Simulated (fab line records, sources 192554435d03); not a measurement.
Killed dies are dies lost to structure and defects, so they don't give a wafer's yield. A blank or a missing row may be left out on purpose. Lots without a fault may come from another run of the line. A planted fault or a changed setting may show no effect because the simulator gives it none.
Chamber matching | flow n5_finfet | N5_BEOL_M11_ETCH_65 on rie_diel-03: 4 sister chambers
The step etches SiARC in CF4, target depth 39 nm, time 65 s. 4 wafers are shown with their chamber, then 12 later ones without.

WAFERS WITH THEIR CHAMBER
wafer  | chamber | drypump_motor_current_A (A)
L090.3 | 2       | 5.3
L090.4 | 3       | 6.4
L090.5 | 1       | 5.0
L090.6 | 0       | 6.0

WAFERS WITHOUT THEIR CHAMBER
wafer  | drypump_motor_current_A (A)
L094.3 | 6.5
L094.4 | 5.2
L094.6 | 5.9
L096.1 | 5.0
L096.2 | 5.9
L096.3 | 5.2
L096.4 | 6.5
L096.5 | 6.0
L096.6 | 5.0
L097.2 | 5.3
L097.4 | 5.2
L097.6 | 5.3

WHICH CHAMBER EACH WENT THROUGH
wafer  | from the rows above     | in truth
L094.3 | 3                       | 3
L094.4 | can't be placed: 2 or 1 | 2
L094.6 | 0                       | 0
L096.1 | 1                       | 1
L096.2 | 0                       | 0
L096.3 | can't be placed: 2 or 1 | 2
L096.4 | 3                       | 3
L096.5 | 0                       | 0
L096.6 | 1                       | 1
L097.2 | 2                       | 2
L097.4 | can't be placed: 2 or 1 | 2
L097.6 | 2                       | 2
Placed correctly: 9 of 12. Can't be placed from these rows: 3 (the true chamber is among the candidates in 3). Placed wrongly: 0.
How it was worked out, from the rows above alone: a wafer's distance from a chamber is the root of the sum, over the readings, of the square of ((its reading less the chamber's mean) divided by the reading's scatter). The wafer belongs to the nearest chamber; if the next one is less than 2 further off, it can't be placed. A chamber's mean is the mean of its shown wafers. The scatter: with one shown wafer a chamber, the root of the mean of the squares of how far each hidden wafer lies from its nearest shown one.
